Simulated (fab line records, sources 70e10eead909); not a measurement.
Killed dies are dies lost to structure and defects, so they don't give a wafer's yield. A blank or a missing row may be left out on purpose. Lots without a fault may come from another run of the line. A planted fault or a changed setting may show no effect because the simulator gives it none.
Chamber matching | flow nand_harc | NHARC_A_CONTACT_ETCH_102 on rie_diel-07: 4 sister chambers
The step etches the open film in CF4/O2, target depth 100 nm, overetch 10 nm, time 55 s. 8 wafers are shown with their chamber, then 7 later ones without.

WAFERS WITH THEIR CHAMBER
wafer  | chamber | showerhead_plenum_p_Torr (Torr) | rf_vpp_V (V)
L080.5 | 1       | 1.41                            | 200.4
L082.1 | 2       | 1.33                            | 197.8
L082.6 | 3       | 1.28                            | 196.5
L090.2 | 0       | 1.34                            | 197.8
L090.3 | 2       | 1.33                            | 198.2
L090.4 | 3       | 1.28                            | 197.2
L094.1 | 1       | 1.40                            | 198.6
L094.2 | 0       | 1.34                            | 198.4

WAFERS WITHOUT THEIR CHAMBER
wafer  | showerhead_plenum_p_Torr (Torr) | rf_vpp_V (V)
L094.4 | 1.34                            | 197.4
L095.1 | 1.34                            | 198.6
L095.3 | 1.40                            | 200.4
L095.5 | 1.34                            | 197.2
L097.1 | 1.40                            | 199.5
L097.4 | 1.27                            | 196.5
L097.5 | 1.27                            | 197.6

WHICH CHAMBER EACH WENT THROUGH
wafer  | from the rows above     | in truth
L094.4 | can't be placed: 0 or 2 | 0
L095.1 | 0                       | 0
L095.3 | 1                       | 1
L095.5 | can't be placed: 0 or 2 | 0
L097.1 | 1                       | 1
L097.4 | 3                       | 3
L097.5 | 3                       | 3
Placed correctly: 5 of 7. Can't be placed from these rows: 2 (the true chamber is among the candidates in 2). Placed wrongly: 0.
How it was worked out, from the rows above alone: a wafer's distance from a chamber is the root of the sum, over the readings, of the square of ((its reading less the chamber's mean) divided by the reading's scatter). The wafer belongs to the nearest chamber; if the next one is less than 2 further off, it can't be placed. A chamber's mean is the mean of its shown wafers. The scatter: the root of (the sum of the squares of (reading less its chamber's mean) over the shown wafers, divided by (wafers less chambers)).
